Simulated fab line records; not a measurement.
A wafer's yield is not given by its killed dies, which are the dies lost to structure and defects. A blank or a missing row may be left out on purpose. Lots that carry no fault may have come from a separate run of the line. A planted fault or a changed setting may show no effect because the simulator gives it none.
Matching of chambers ; flow n5 finfet ; 4 sister chambers for N5_MOL_CONTACT_COAG_ALD_133 on ald sin-02
The step deposits SiO2, target thk 5 nm, pulse time 1 s, co reactant pulse time 1 s. 27 wafers are shown with their chamber, then 12 later ones without.

== WAFERS PAIRED WITH THEIR CHAMBERS ==
wafer;chamber;heater power w (W);precursor pulse height rel
L074.1;1;66;1.012
L074.2;2;64;1.028
L074.3;3;67;0.991
L074.4;0;87;1.003
L074.5;3;70;0.996
L074.6;0;88;1.050
L078.2;0;89;1.004
L078.4;2;65;1.007
L078.6;0;86;0.985
L081.1;0;86;0.991
L081.3;2;65;1.006
L081.6;1;65;0.995
L082.2;3;68;1.019
L082.3;1;66;1.008
L082.5;0;88;0.997
L088.2;2;66;1.023
L088.5;3;66;1.003
L088.6;2;66;0.978
L090.1;1;66;0.988
L090.2;2;66;1.006
L090.6;2;66;1.029
L092.1;0;87;0.960
L092.2;3;67;1.003
L092.6;0;88;0.987
L093.1;3;68;1.015
L093.4;2;67;1.057
L093.5;2;66;0.964

SIGNATURES (means of the wafers above)
reading;chamber 0;chamber 1;chamber 2;chamber 3;scatter within a chamber
heater power w;87.38;65.75;65.67;67.67;1.02
precursor pulse height rel;0.99713;1.00075;1.01089;1.00450;0.0226
Rule: a wafer lies at a distance from a chamber equal to the root of the sum of squares, over the readings, of (its reading less the chamber's mean, divided by the reading's scatter). If the next closest chamber is less than 2 further off than the closest, the wafer can't be placed; otherwise it belongs to the closest. The scatter: take each reading less its chamber's mean, square it, sum over the shown wafers, divide by the number of wafers less the number of chambers, and take the root.

== WAFERS WITH NO CHAMBER GIVEN ==
wafer;heater power w (W);precursor pulse height rel
L094.1;69;0.994
L094.5;86;1.027
L094.6;66;0.964
L095.1;64;0.996
L095.2;66;0.985
L095.4;65;1.032
L096.2;90;0.961
L096.3;69;0.992
L096.5;65;0.992
L097.1;64;1.019
L097.3;69;0.960
L097.5;68;1.040

== CHAMBER TAKEN BY EACH ==
wafer;from the rows above;in truth
L094.1;can't be placed: 3 or 1 or 2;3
L094.5;0;0
L094.6;can't be placed: 1 or 2 or 3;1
L095.1;can't be placed: 1 or 2 or 3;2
L095.2;can't be placed: 1 or 2 or 3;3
L095.4;can't be placed: 2 or 1 or 3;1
L096.2;0;0
L096.3;can't be placed: 3 or 1 or 2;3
L096.5;can't be placed: 1 or 2 or 3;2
L097.1;can't be placed: 2 or 1 or 3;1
L097.3;can't be placed: 3 or 1 or 2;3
L097.5;can't be placed: 3 or 2 or 1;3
Placed correctly: 2 of 12. Not placeable from these rows: 10 (in 10, the candidates include the true chamber). 0 placed wrongly.
